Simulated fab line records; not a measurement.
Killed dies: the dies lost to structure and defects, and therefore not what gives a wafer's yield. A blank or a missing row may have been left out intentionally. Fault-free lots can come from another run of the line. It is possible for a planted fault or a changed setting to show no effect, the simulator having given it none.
Struck lot and sound lot, side by side | flow n5_finfet | 39 steps out of a route of 1938
Sound: these wafers, L630.1, L630.5, L630.6. Struck: wafer L622.4; the same lot's L622.2 was not struck, so it is left out; see the end for the cause.
Order at every step that has rows: each side's tool, ch and its chambers, its first start. Under that, the readings that differ: sound wafers | struck wafers | difference of the means | sigmas: that difference in standard deviations of wafers without a fault.
alike: words and numbers the same on both sides, and readings whose means are apart by under 2 such deviations; not compared: readings that were withheld, readings missing a value for some wafer, numbers with overlapping values and no deviation given by the record, and bounds like >300 which may hide the same value.
The two part at a step that has a row with sigmas, a row that says differs or no value, or rows on one side only. When numbers do not overlap yet have no deviation, they are printed without sigmas and do not part them. A reading that every wafer of one side lacks parts them only if that side has two wafers or more.

first, 9 steps without rows for these wafers: N5_MOL_CONTACT_COAG_PRE_CLEAN_121; N5_MOL_CONTACT_COAG_CVD_140 (deposits W, target thk 66.5 nm, time 215 s); N5_MOL_CONTACT_COAG_PRECLEAN_127 (cleans in DIW, time 57.5 s); N5_MOL_CONTACT_COAG_SRD_128 (dry time 32 s); N5_MOL_CONTACT_COAG_CMP_52 (polishes, stops on SiO2, t overpolish 1.5 s, target thk 66.5 nm); N5_MOL_CONTACT_COAG_ANNEAL_112 (time 1800 s); N5_BEOL_M0_SAQP_PECVD_00 (deposits SiCN from 3MS/NH3, target thk 8 nm, time 14 s); N5_BEOL_M0_SAQP_ILD_DEP_01 (deposits SiOC from DEMS/O2, target thk 45.419 nm, time 8.7 s); N5_BEOL_M0_SAQP_HM_DEP_02 (deposits TiN, target thk 12 nm).
N5_BEOL_M0_SAQP_PECVD_03: deposits SiCN from 3MS/NH3, target thk 12 nm, time 21.1 s.
  sound on pecvd-01 ch 0,1, day 10 23:05; struck on pecvd-03 ch 0, day 8 18:13
  reading                                         | sound          | struck | difference | sigmas
  run_length_s (s)                                | 51.1 51.8 51.6 | 57.7   | +6.2       | +12
  model.SiCN_of_BEOL_M0_SAQP_PECVD_03.thk_nm (nm) | 11.8 11.8 11.6 | 15.4   | +3.7       |
  alike: showerhead_plenum_p_Torr, throttle_valve_pct
then, 25 steps without rows for these wafers: N5_BEOL_M0_SAQP_PECVD_96 (deposits a-Si from SiH4/He, target thk 45 nm, time 45.2 s); N5_BEOL_M0_SAQP_PECVD_97 (deposits SiNx from SiH4/NH3/N2, target thk 23 nm, time 19.9 s); N5_BEOL_M0_SAQP_PECVD_04 (deposits a-Si from SiH4/He, target thk 60 nm, time 60.2 s); N5_BEOL_M0_SAQP_HM_DEP_111 (deposits SiO2 from SiH4/N2O, target thk 12 nm, time 7.2 s); N5_BEOL_M0_SAQP_COAT_81 (time 60 s, resist thk 100 nm); N5_BEOL_M0_SAQP_COAT_82 (time 60 s, resist thk 30 nm); N5_BEOL_M0_SAQP_COAT_08 (resist thk 90 nm); N5_BEOL_M0_SAQP_EBR_10; N5_BEOL_M0_SAQP_SOFTBAKE_09 (time 60 s); N5_BEOL_M0_SAQP_EXPOSE_11 (exposes mask M0 CORE, target cd 42 nm); N5_BEOL_M0_SAQP_PEB_12 (peb time 60 s); N5_BEOL_M0_SAQP_DEVELOP_13 (develop time 30 s); N5_BEOL_M0_SAQP_DESCUM_19 (chemistry O2, time 7.9 s); N5_BEOL_M0_SAQP_ETCH_83 (etches SiARC in CF4, target depth 39 nm, time 65 s); N5_BEOL_M0_SAQP_ETCH_84 (etches SOC in N2/H2, target depth 100 nm, overetch 20 nm, time 150 s); N5_BEOL_M0_SAQP_STRIP_80 (strips in N2/H2); N5_BEOL_M0_SAQP_HM_OPEN_112 (chemistry CHF3/O2, target SiO2, stops on a-Si, target depth 12 nm, time 13.5 s); N5_BEOL_M0_SAQP_STRIP_113 (strips in CHF3/O2); N5_BEOL_M0_SAQP_MANDREL_ETCH_20 (etches a-Si in HBr/Cl2, stops on SiNx, target depth 60 nm, bt time 10 s, time 30 s); N5_BEOL_M0_SAQP_STRIP_86 (strips in N2/H2); N5_BEOL_M0_SAQP_STRIP_115 (strips in post etch residue remover, time 60 s); N5_BEOL_M0_SAQP_SRD_93 (time 30 s); N5_BEOL_M0_SAQP_RECESS_114 (chemistry HF/NH3, target SiO2, target depth 14.4 nm, afs cycles 3, sublimation time 60 s); N5_BEOL_M0_SAQP_SPACER1_ALD_98 (deposits SiO2, target thk 12.8 nm, pulse time 1 s, purge time 2 s); N5_BEOL_M0_SAQP_SPACER1_ETCHBACK_99 (etches SiO2 in CHF3/O2, target depth 15.4 nm, time 7.7 s).
N5_BEOL_M0_SAQP_RECESS_109: chemistry HF/NH3, target SiO2, target depth 3 nm, afs cycles 1, sublimation time 60 s.
  sound on vapor_etch-01 ch 0,1, day 11 03:10; struck on vapor_etch-02 ch 1, day 8 21:33
  reading                                         | sound     | struck | difference | sigmas
  model.SiCN_of_BEOL_M0_SAQP_PECVD_03.thk_nm (nm) | 8.2 8.2 8 | 12     | +4         |
  alike: drypump_motor_current_A
N5_BEOL_M0_ETCH_138: etches SiCN in CH3F/O2, target depth 12 nm, time 31.6 s.
  sound on rie_diel-01 ch 0,3, day 11 06:43; struck on rie_diel-05 ch 0, day 9 00:46
  reading                  | sound             | struck | difference | sigmas
  etch_rf_on_time_s (s)    | 28.1 29.0 27.5    | 31.6   | +3.4       | +4
  model.etch.depth_nm (nm) | 8.128 8.278 8.037 | 9.231  | +1.083     |
  alike: bias_w, drypump_motor_current_A, mfc_ar_sccm, oes_product_au, rf_vpp_V, showerhead_plenum_p_Torr, throttle_valve_pct
  not compared: rf_hours_counter_h
N5_BEOL_M0_ETCH_128: etches SiCN in CF4/N2, target depth 12 nm, overetch 5.1 nm, time 21.4 s.
  sound on rie_diel-01 ch 0,1,3, day 11 09:58; struck on rie_diel-05 ch 2, day 9 02:04
  reading                  | sound             | struck | difference | sigmas
  oes_product_au (a.u.)    | 0.49 0.56 0.47    | 0.62   | +0.11      | +2
  model.etch.depth_nm (nm) | 8.128 8.278 8.037 | 12.04  | +3.89      |
  alike: bias_w, drypump_motor_current_A, mfc_ar_sccm, rf_vpp_V, showerhead_plenum_p_Torr, throttle_valve_pct
  not compared: rf_hours_counter_h
-- a jump in the record: the struck wafers' starts before and after are 5 days apart (it breaks off in module BEOL_M0 and resumes in module BEOL_M4, where the first step shown is number 1111 of the route) --
N5_BEOL_M4_RC_MEAS_101:
  sound on prober-02 ch 0, day 16 07:40; struck on prober-02 ch 0, day 14 04:12
  reading   | sound       | struck | difference | sigmas
  VT_N (mV) | 247 246 249 | 257    | +10        | +2
  alike: DIBL_N, DIBL_P, IOFF_N, IOFF_P, ION_N, ION_P, SS_N, SS_P, VT_P

== WHERE THEY PART ==
At N5_BEOL_M0_SAQP_PECVD_03 first; at N5_BEOL_M4_RC_MEAS_101 last (within this record only).

WHY: what had been put in by the simulator
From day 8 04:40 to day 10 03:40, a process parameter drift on pecvd-03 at N5_BEOL_M0_SAQP_PECVD_03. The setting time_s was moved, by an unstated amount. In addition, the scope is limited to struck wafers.
